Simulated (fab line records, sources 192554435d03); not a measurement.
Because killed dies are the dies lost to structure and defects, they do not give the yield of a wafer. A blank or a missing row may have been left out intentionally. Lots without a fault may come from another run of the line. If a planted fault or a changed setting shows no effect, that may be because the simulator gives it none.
Matching of chambers    flow n5 finfet    N5_FIN_SAQP_DESCUM_21 on rie diel-04: 4 sister chambers
The step chemistry O2, time 7.9 s. 16 wafers are shown with their chamber, then 8 later ones without.

WAFERS PAIRED WITH THEIR CHAMBERS
wafer   chamber  throttle valve pct (%)  drypump motor current A (A)  oes product au (a.u.)
L083.2  0        20.35                   5.41                         0.70
L083.3  2        20.87                   5.46                         0.71
L083.5  3        20.39                   5.99                         0.96
L084.1  3        20.37                   6.05                         0.95
L084.4  2        20.85                   5.44                         0.71
L084.6  0        20.37                   5.43                         0.71
L087.1  3        20.40                   6.02                         0.92
L087.2  0        20.36                   5.47                         0.69
L087.6  0        20.36                   5.44                         0.70
L088.2  1        20.65                   6.02                         0.67
L088.5  0        20.36                   5.43                         0.70
L088.6  3        20.40                   6.01                         0.94
L091.3  2        20.88                   5.47                         0.70
L091.4  3        20.41                   6.01                         0.93
L091.6  2        20.89                   5.45                         0.70
L093.1  2        20.88                   5.45                         0.70

SIGNATURES, as means of the wafers listed above
reading                  chamber 0  chamber 1  chamber 2  chamber 3  scatter within a chamber
throttle valve pct       20.3600    20.6500    20.8740    20.3940    0.013
drypump motor current A  5.4360     6.0200     5.4540     6.0160     0.0191
oes product au           0.7000     0.6700     0.7040     0.9400     0.0105
Rule: for each reading, subtract the chamber's mean from the wafer's reading, divide by that reading's scatter and square the result; add these up over the readings and take the root, which gives the wafer's distance from the chamber. The wafer belongs to the nearest chamber; if the next one is less than 2 further off, it can't be placed. How the scatter is found: for the shown wafers, subtract from each reading the mean of its chamber, square and add these, divide the total by (wafers less chambers), then take the root.

WAFERS MISSING THEIR CHAMBER
wafer   throttle valve pct (%)  drypump motor current A (A)  oes product au (a.u.)
L093.2  20.40                   5.45                         0.69
L093.4  20.42                   6.02                         0.91
L095.1  20.41                   6.03                         0.89
L095.4  20.41                   6.04                         0.90
L095.5  20.88                   5.45                         0.69
L096.3  20.41                   5.43                         0.68
L096.5  20.39                   5.39                         0.67
L096.6  20.43                   6.01                         0.89

EACH ONE'S CHAMBER
wafer   from the rows above  in truth
L093.2  0                    0
L093.4  3                    3
L095.1  3                    3
L095.4  3                    3
L095.5  2                    2
L096.3  0                    0
L096.5  0                    0
L096.6  3                    3
Correct placement for 8 of the 8. Not placeable from these rows: 0. Number placed wrongly: 0.
